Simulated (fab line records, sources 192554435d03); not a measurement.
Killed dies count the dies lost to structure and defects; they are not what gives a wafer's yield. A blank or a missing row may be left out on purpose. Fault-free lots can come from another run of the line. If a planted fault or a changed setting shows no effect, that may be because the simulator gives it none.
Matching of chambers -- flow n5 finfet -- 4 sister chambers for N5_SDB_ETCH_18 on rie diel-03
The step etches SOC in N2/H2, target depth 100 nm, overetch 20 nm, time 150 s. 16 wafers are shown with their chamber, then 8 later ones without.

WAFERS, EACH WITH ITS CHAMBER
wafer,chamber,showerhead plenum p Torr (Torr),throttle valve pct (%),rf vpp V (V)
L074.2,1,2.60,18.0,525.2
L074.5,2,2.61,17.6,525.7
L074.6,3,2.54,18.2,522.8
L076.1,0,2.53,17.8,524.3
L076.4,0,2.53,17.8,523.8
L076.6,1,2.60,18.0,525.3
L080.2,2,2.61,17.2,525.0
L080.4,1,2.59,18.0,525.4
L080.5,3,2.53,18.3,521.8
L087.1,2,2.60,17.3,525.5
L087.4,1,2.59,17.6,524.7
L087.6,1,2.59,17.6,525.4
L089.2,2,2.60,17.3,524.6
L089.4,3,2.52,18.3,522.5
L089.6,2,2.60,17.3,525.4
L091.1,3,2.52,18.3,523.0

SIGNATURES (means of the wafers above)
reading,chamber 0,chamber 1,chamber 2,chamber 3,scatter within a chamber
showerhead plenum p Torr,2.5300,2.5940,2.6040,2.5275,0.00655
throttle valve pct,17.800,17.840,17.340,18.275,0.156
rf vpp V,524.050,525.200,525.240,522.525,0.415
Rule: a wafer lies at a distance from a chamber equal to the root of the sum of squares, over the readings, of (its reading less the chamber's mean, divided by the reading's scatter). If the next closest chamber is less than 2 further off than the closest, the wafer can't be placed; otherwise it belongs to the closest. The scatter: the root of (the sum of the squares of (reading less its chamber's mean) over the shown wafers, divided by (wafers less chambers)).

WAFERS MISSING THEIR CHAMBER
wafer,showerhead plenum p Torr (Torr),throttle valve pct (%),rf vpp V (V)
L091.3,2.52,17.8,523.8
L091.6,2.59,17.3,526.8
L092.2,2.59,17.3,524.7
L092.4,2.52,17.8,522.5
L092.5,2.52,18.3,522.0
L094.1,2.58,17.7,526.3
L094.4,2.52,18.3,522.2
L094.5,2.59,17.3,524.4

EACH ONE'S CHAMBER
wafer,from the rows above,in truth
L091.3,0,0
L091.6,can't be placed: 2 or 1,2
L092.2,can't be placed: 2 or 1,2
L092.4,can't be placed: 3 or 0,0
L092.5,3,3
L094.1,can't be placed: 1 or 2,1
L094.4,3,3
L094.5,can't be placed: 2 or 1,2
Correct placement for 3 of the 8. Can't be placed from these rows: 5 (the true chamber is among the candidates in 5). Number placed wrongly: 0.
